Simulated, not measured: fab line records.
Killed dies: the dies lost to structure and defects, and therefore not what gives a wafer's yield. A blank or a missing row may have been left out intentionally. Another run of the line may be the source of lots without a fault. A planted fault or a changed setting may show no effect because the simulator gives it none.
Comparing a struck lot with a sound one / flow n5Finfet / 37 steps out of a route of 1938
Sound: these wafers, L859.1, L859.4, L859.5. Struck: wafers L869.1, L869.3, L869.5. The cause is given at the end.
Each step with rows lists, per side, the tool, then ch with its chambers, then its first start. Under that, the readings that differ: sound wafers / struck wafers / difference of the means / sigmas: that difference in standard deviations of wafers without a fault.
alike: a reading whose means differ by less than 2 such deviations, as well as words and numbers matching on both sides. not compared: withheld readings; readings where some wafer has no value; bounds like >300 that might hide an equal value; numbers whose values overlap and for which the record gives no deviation.
The two part at a step that has a row with sigmas, a row that says differs or no value, or rows on one side only. Numbers that have no deviation but don't overlap get no sigmas and don't part them. A reading missing from all wafers of one side parts the sides only when that side holds two or more wafers.

first, 9 steps without rows for these wafers: N5_BEOL_M4_ANNEAL_95 (time 240 s); N5_BEOL_M4_SPUTTER_96 (material Cu, target thk 4.5 nm, time 8.29 s); N5_BEOL_M4_ECD_50 (material Cu, target thk 300 nm); N5_BEOL_M4_ANNEAL_51 (time 90 s); N5_BEOL_M4_CMP_52 (polishes, stops on SiOC, t overpolish 6.8 s, target thk 40 nm); N5_BEOL_M4_PRE_CLEAN_60 (time 15 s); N5_BEOL_M4_CO_CAP_55 (material Co, precursor CCTBA/H2, target thk 2 nm, time 102.1 s); N5_BEOL_M4_PRE_CLEAN_56 (time 15 s); N5_BEOL_M4_DEP_57 (deposits SiCN from 3MS/NH3, target thk 8 nm, time 14 s).
N5_BEOL_M4_RC_MEAS_101:
  sound on prober-01 ch 0, day 9 15:20; struck on prober-01 ch 0, day 13 02:19
  alike: DIBL_N, DIBL_P, IOFF_N, IOFF_P, ION_N, ION_P, SS_N, SS_P, VT_N, VT_P
then, 24 steps without rows for these wafers: N5_BEOL_M5_ILD_DEP_00 (deposits SiCOH lowk from DEMS/porogen, target thk 140.64 nm, time 25.9 s); N5_BEOL_M5_CURE_79 (cures SiCOH lowk, time 240 s); N5_BEOL_M5_PECVD_70 (deposits SiO2 from TEOS/O2, target thk 16 nm, time 18 s); N5_BEOL_M5_HM_DEP_02 (deposits TiN, target thk 20 nm); N5_BEOL_M5_COAT_59 (time 60 s, resist thk 60 nm); N5_BEOL_M5_COAT_60 (time 60 s, resist thk 12 nm); N5_BEOL_M5_COAT_71 (time 60 s, resist thk 5 nm); N5_BEOL_M5_COAT_05 (resist thk 30 nm); N5_BEOL_M5_EBR_07; N5_BEOL_M5_SOFTBAKE_06 (time 60 s); N5_BEOL_M5_EXPOSE_08 (exposes mask M5, target cd 28 nm); N5_BEOL_M5_PEB_09 (peb time 60 s); N5_BEOL_M5_DEVELOP_10 (develop time 30 s); N5_BEOL_M5_DESCUM_16 (chemistry O2, time 7 s); N5_BEOL_M5_ETCH_72 (etches underlayer in N2/H2, target depth 6.5 nm, time 5.2 s); N5_BEOL_M5_ETCH_61 (etches SiARC in CF4, target depth 15.6 nm, time 26 s); N5_BEOL_M5_ETCH_62 (etches SOC in N2/H2, target depth 75 nm, overetch 15 nm, time 112.5 s); N5_BEOL_M5_STRIP_63 (strips in N2/H2); N5_BEOL_M5_STRIP_73 (strips in N2/H2); N5_BEOL_M5_STRIP_64 (strips in CF4); N5_BEOL_M5_HM_OPEN_17 (chemistry Cl2/BCl3, target TiN, target depth 20 nm, overetch 6 nm); N5_BEOL_M5_STRIP_19 (strips in O2); N5_BEOL_M5_COAT_65 (time 60 s, resist thk 60 nm); N5_BEOL_M5_COAT_66 (time 60 s, resist thk 12 nm).
-- a jump in the record: the struck wafers' starts before and after are 2 days apart (it breaks off in module BEOL_M5 and resumes in module BEOL_M10, where the first step shown is number 1527 of the route) --
N5_BEOL_M10_SPUTTER_48: material Cu, target thk 12 nm, time 2 s.
  sound: pvdSputter-01 at day 12 03:13; struck: pvdSputter-01 at day 15 04:39
  no value came back on the struck wafers for biasV (V), cathodeDcPowerW (W), throttleValvePct (%); on the sound wafers biasV (V) reads 59.6 60.7 60.8
N5_BEOL_M10_CMP_52: polishes, stops on SiCOH lowk, t overpolish 7 s, target thk 140 nm.
  sound on cmp-02 ch 1,3, day 12 03:59; struck on cmp-01 ch 1,2, day 15 05:20
reading=timeToEndpointS (s); sound=68 63 61; struck=0 0 0; difference=-64; sigmas=-17
  alike: motorCurrentA
-- a jump in the record: the struck wafers' starts before and after are 2 days apart (it breaks off in module BEOL_M10 and resumes in module PASSIVATION, where the first step shown is number 1936 of the route) --
N5_PASSIVATION_PROBE_49:
  sound: prober-02 at day 14 03:35; struck: prober-01 at day 17 09:20
reading=defectLimitedYield (%); sound=92.5 89.8 92.0; struck=0 0 0; difference=-91; sigmas=-57
reading=killed_at_M4_up; sound=5 18 8; struck=1080 1113 1091; difference=+1084; sigmas=+99 or more
reading=killedDies; sound=88 120 94; struck=1180 1180 1180; difference=+1079; sigmas=+57
reading=killedOnRim; sound=15 16 11; struck=152 152 152; difference=+138; sigmas=+33
reading=sort_bin_5_function (%); sound=3.9 6.6 5.5; struck=97.5 97.5 96.5; difference=+91.8; sigmas=+83
reading=sortNPass; sound=1092 1060 1086; struck=0 0 0; difference=-1079; sigmas=-57
reading=sortYieldPct (%); sound=92.5 89.8 92.0; struck=0 0 0; difference=-91; sigmas=-57
  alike: killed_at_M0_to_M3, killedAtContacts, killedAtFrontEnd, killedAtOther, killedOpen, killedShort, sort_bin_6_memory, sort_bin_8_speed

WHERE THEY PART
At N5_BEOL_M10_SPUTTER_48 first; at N5_PASSIVATION_PROBE_49 last (within this record only).

WHY: what had been put in by the simulator
Skipped step whole: pvdSputter-01, from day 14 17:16 on, at N5_BEOL_M10_SPUTTER_48. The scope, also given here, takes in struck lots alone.
